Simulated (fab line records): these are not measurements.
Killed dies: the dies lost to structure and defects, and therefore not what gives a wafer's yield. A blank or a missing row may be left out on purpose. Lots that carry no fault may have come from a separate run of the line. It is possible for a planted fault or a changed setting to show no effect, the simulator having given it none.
Struck lot and sound lot, side by side    flow n5-finfet    20 out of 1938 route steps
Sound: these wafers, L909.3, L909.4, L909.5. Wafers struck: L919.2, L919.3, L919.5. The cause comes at the end.
Order at every step that has rows: each side's tool, ch and its chambers, its first start. Under that, the readings that differ: sound wafers    struck wafers    difference of the means    sigmas: that difference in standard deviations of wafers without a fault.
alike: words and numbers the same on both sides, and readings whose means are apart by under 2 such deviations; not compared: readings that were withheld, readings missing a value for some wafer, numbers with overlapping values and no deviation given by the record, and bounds like >300 which may hide the same value.
A row with sigmas, a row that says differs or no value, or rows on one side alone: a step with any of these is where the two part. Numbers that don't overlap but have no deviation are shown without sigmas and don't part them. A reading that every wafer of one side lacks parts them only if that side has two wafers or more.

N5_MIM_BOT_ETCH_ETCH_03: etches the open film in Cl2/BCl3, target depth 12 nm.
  sound on rie-metal-02 ch 0,1, day 12 19:37; struck on rie-metal-02 ch 0,1, day 17 11:42
  alike: bias-w, drypump-motor-current-A, he-backside-leak-sccm, oes-product-au, throttle-valve-pct
  not compared: rf-hours-counter-h
N5_MIM_BOT_ETCH_ETCH_00: etches TiN in Cl2/BCl3, target depth 45.5 nm.
  sound on rie-metal-02 ch 0,1, day 12 19:43; struck on rie-metal-02 ch 0,1, day 17 11:47
  alike: bias-w, drypump-motor-current-A, he-backside-leak-sccm, oes-product-au, throttle-valve-pct
  not compared: rf-hours-counter-h
N5_MIM_BOT_ETCH_STRIP_01: strips in O2.
  sound on rie-diel-03 ch 1,2,3, day 12 19:49; struck on rie-diel-01 ch 1,2,3, day 17 11:56
  alike: drypump-motor-current-A, oes-product-au, rf-vpp-V, showerhead-plenum-p-Torr, throttle-valve-pct
  not compared: rf-hours-counter-h
then, 3 steps without rows for these wafers: N5_MIM_BOT_ETCH_STRIP_02 (strips in post etch residue remover, time 1200 s); N5_MIM_BOT_ETCH_CLEAN_05 (cleans in IPA, time 180 s); N5_MIM_BOT_ETCH_SRD_06 (time 30 s).
N5_PASSIVATION_PECVD_55: deposits SiO2 from SiH4/N2O, target thk 400 nm, time 22.5 s.
  sound on pecvd-03 ch 0,1,2, day 12 20:19; struck on pecvd-02 ch 0,2, day 17 12:26
  alike: heater-power-w, showerhead-plenum-p-Torr, throttle-valve-pct
N5_PASSIVATION_PECVD_01: deposits SiNx from SiH4/NH3/N2, target thk 200 nm, time 43.2 s.
  sound on pecvd-03 ch 0,1,2, day 12 20:21; struck on pecvd-02 ch 0,2, day 17 12:29
  alike: heater-power-w, showerhead-plenum-p-Torr, throttle-valve-pct
then, 4 steps without rows for these wafers: N5_PASSIVATION_HMDS_03 (time 60 s); N5_PASSIVATION_COAT_04; N5_PASSIVATION_EBR_06; N5_PASSIVATION_SOFTBAKE_05 (time 90 s).
N5_PASSIVATION_EXPOSE_07: exposes mask TV, defocus 0 nm, target cd 3000 nm.
  sound on krf-scanner-01 ch 0, day 12 23:22; struck on krf-scanner-01 ch 0, day 17 15:38
reading                           sound        struck             difference  sigmas
model.TV_LITHO.overlay-x-nm (nm)  2.4 2.4 2.4  801.4 801.4 801.4  +799.0      
  alike: mask
then, 3 steps without rows for these wafers: N5_PASSIVATION_PEB_08; N5_PASSIVATION_DEVELOP_09 (develop time 60 s); N5_PASSIVATION_HARDBAKE_11 (time 120 s).
N5_PASSIVATION_CD_MEAS_10 targets a cd of 3000 nm.
  sound on cd-sem-02 ch 0, day 12 23:32; struck on cd-sem-02 ch 0, day 17 15:48
  alike: cd-nm
N5_PASSIVATION_OVL_MEAS_60:
  sound on overlay-02 ch 0, day 12 23:34; struck on overlay-02 ch 0, day 17 15:50
reading      sound   struck       difference  sigmas
TV_OVL (nm)  6 9 10  804 808 803  +797        +99 or more
N5_PASSIVATION_INSPECT_61: inspects for defects (macro).
  sound on defect-inspect-02 at day 12 23:35; struck on defect-inspect-02 at day 17 15:56
  alike: raw-defect-count
N5_PASSIVATION_PROBE_49:
  record: rows for the struck wafers here (prober-01, day 17 23:05), none for the sound ones

## WHERE THEY PART
At N5_PASSIVATION_OVL_MEAS_60 first; at N5_PASSIVATION_PROBE_49 last (within this record only).

WHY: whatever the simulator had introduced
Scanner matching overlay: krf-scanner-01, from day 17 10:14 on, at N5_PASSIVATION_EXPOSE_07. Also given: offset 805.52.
